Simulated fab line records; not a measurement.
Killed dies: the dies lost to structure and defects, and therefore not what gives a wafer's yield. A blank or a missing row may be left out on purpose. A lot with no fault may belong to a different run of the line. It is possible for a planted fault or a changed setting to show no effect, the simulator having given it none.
Chamber matching    flow nandHarc    4 sister chambers for NHARC_A_SGD_CUT_ETCH_58 on rieDiel-03
The step etches the open film in CF4, target depth 39 nm, time 65 s. 16 wafers are shown with their chamber, then 8 later ones without.

== WAFERS WITH THEIR CHAMBER ==
wafer   chamber  showerheadPlenumPTorr (Torr)  drypumpMotorCurrentA (A)  rfVppV (V)
L076.3  3        1.81                          6.4                       151.5
L076.5  0        1.65                          5.4                       150.5
L076.6  1        1.87                          5.4                       152.0
L079.2  2        1.71                          5.5                       151.1
L079.5  2        1.71                          5.6                       151.0
L079.6  3        1.81                          6.4                       151.6
L077.2  3        1.80                          6.4                       150.5
L077.4  1        1.87                          5.4                       153.1
L077.6  3        1.81                          6.4                       152.1
L080.3  1        1.87                          5.4                       152.2
L080.4  0        1.65                          5.4                       148.6
L080.6  0        1.65                          5.4                       149.7
L084.3  3        1.80                          6.4                       150.1
L084.4  2        1.71                          5.5                       150.9
L084.6  0        1.65                          5.4                       150.1
L086.4  1        1.87                          5.4                       152.1

SIGNATURES (averages over the wafers above)
reading                chamber 0  chamber 1  chamber 2  chamber 3  scatter within a chamber
showerheadPlenumPTorr  1.6500     1.8700     1.7100     1.8060     0.00316
drypumpMotorCurrentA   5.400      5.400      5.533      6.400      0.0236
rfVppV                 149.725    152.350    151.000    151.160    0.68
Rule: for a wafer and a chamber, the distance is found by dividing, reading by reading, the gap between the wafer's reading and the chamber's mean by the reading's scatter, squaring, summing and taking the root. If the next closest chamber is less than 2 further off than the closest, the wafer can't be placed; otherwise it belongs to the closest. The scatter: the root of (the sum of the squares of (reading less its chamber's mean) over the shown wafers, divided by (wafers less chambers)).

== WAFERS MISSING THEIR CHAMBER ==
wafer   showerheadPlenumPTorr (Torr)  drypumpMotorCurrentA (A)  rfVppV (V)
L086.5  1.80                          6.4                       151.7
L086.6  1.71                          5.5                       151.9
L088.2  1.65                          5.4                       150.2
L088.3  1.71                          5.6                       151.0
L088.6  1.71                          5.5                       149.2
L091.3  1.71                          5.6                       150.4
L091.4  1.87                          5.4                       152.6
L091.5  1.80                          6.4                       151.6

== WHICH CHAMBER EACH WENT THROUGH ==
wafer   from the rows above  in truth
L086.5  3                    3
L086.6  2                    2
L088.2  0                    0
L088.3  2                    2
L088.6  2                    2
L091.3  2                    2
L091.4  1                    1
L091.5  3                    3
8 of 8 placed correctly. Not placeable from these rows: 0. Number placed wrongly: 0.
